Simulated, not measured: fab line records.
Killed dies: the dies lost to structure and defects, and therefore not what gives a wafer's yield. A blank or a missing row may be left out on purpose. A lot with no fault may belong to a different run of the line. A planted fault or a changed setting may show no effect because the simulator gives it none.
8D (eight disciplines) problem report, filled in by code :: flow n5 finfet :: the parts of the form that need people (team, actions taken, sign-off) are left out

== 1. PROBLEM STATEMENT ==
Mean of plate temp C at N5_PMOS_HMC_CHANNEL_EPI_COAT_31: 200.67 C across 9 wafers in 3 lots; on wafers with no fault it is 204.99 C (standard deviation 0.15). Relative to the usual mean, that is a shift of -29 standard deviations.
The step: time 60 s, resist thk 66 nm.
First observed at day 4 05:10: wafer L596.3, on litho track-05. The record holds 21 wafers of 7 lots with a number at this step. Rule for "out" (also "out of limits"): further than 4 standard deviations from the usual mean. The rest of the wafers with a number are treated as sound.

== 2. WHAT IT IS, WHAT IT ISN'T ==
question: which readings at this step
is: plate temp C, heater power total W
is not: -

question: which lots
is: L596, L597, L598
is not: L586, L589, L605, L609

question: which wafers of those lots
is: all that have a number
is not: -

question: read on which tools
is: litho track-05
is not: litho track-04

question: when
is: from day 4 05:10
is not: up to then (6 sound wafers); but 6 sound wafers of L605, L609 came after

== 3. WHAT RULES OUT EACH SUSPECT ==
Counting: any tool at a process step up to the reading is kept as a suspect provided that every lot that is out went through it and no sound lot did after the first of them.
- litho track-05 at N5_PMOS_HMC_CHANNEL_EPI_COAT_31 (time 60 s, resist thk 66 nm): ruled out as a lasting fault. Following L596 (day 4 05:10), the first lot on it that is out, the sound lots L609 were run on it.
Left after counting: nothing in the record.

== 4. THE CAUSE (what the simulator had put in) ==
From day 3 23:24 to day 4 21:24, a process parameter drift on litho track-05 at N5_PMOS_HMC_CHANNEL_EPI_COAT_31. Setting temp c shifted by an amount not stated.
Counting ruled it out, wrongly.

== 5. THE EFFECT CHAIN, in route order ==
Each row: a reading whose mean over the struck wafers that have a number lies more than 3 standard deviations from the usual. Readings are gone through only where the record gives a usual standard deviation; hours: the median, over the lots, of the time from a lot's start at the first step in this table giving one to that lot's start at this step; sigmas: the change measured in usual standard deviations.
hours: 0
step: N5_PMOS_HMC_CHANNEL_EPI_COAT_31
reading: heater power total W
usual: 391.7 W
on struck wafers: 381.0
change: -10.7
sigmas: -8.2

hours: 0
step: N5_PMOS_HMC_CHANNEL_EPI_COAT_31
reading: plate temp C
usual: 204.99 C
on struck wafers: 200.67
change: -4.32
sigmas: -29
It contains these process steps:
- N5_PMOS_HMC_CHANNEL_EPI_COAT_31: time 60 s, resist thk 66 nm.
Later measuring or inspecting steps at which every struck wafer that the step has a row for has a number for every such reading, and none has moved that far: N5_BEOL_M4_RC_MEAS_101.

== 6. WHAT WOULD HAVE CAUGHT IT SOONER ==
6 hours passed between the start of the fault at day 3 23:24 and the first reading out of limits in this record, taken at day 4 05:10.
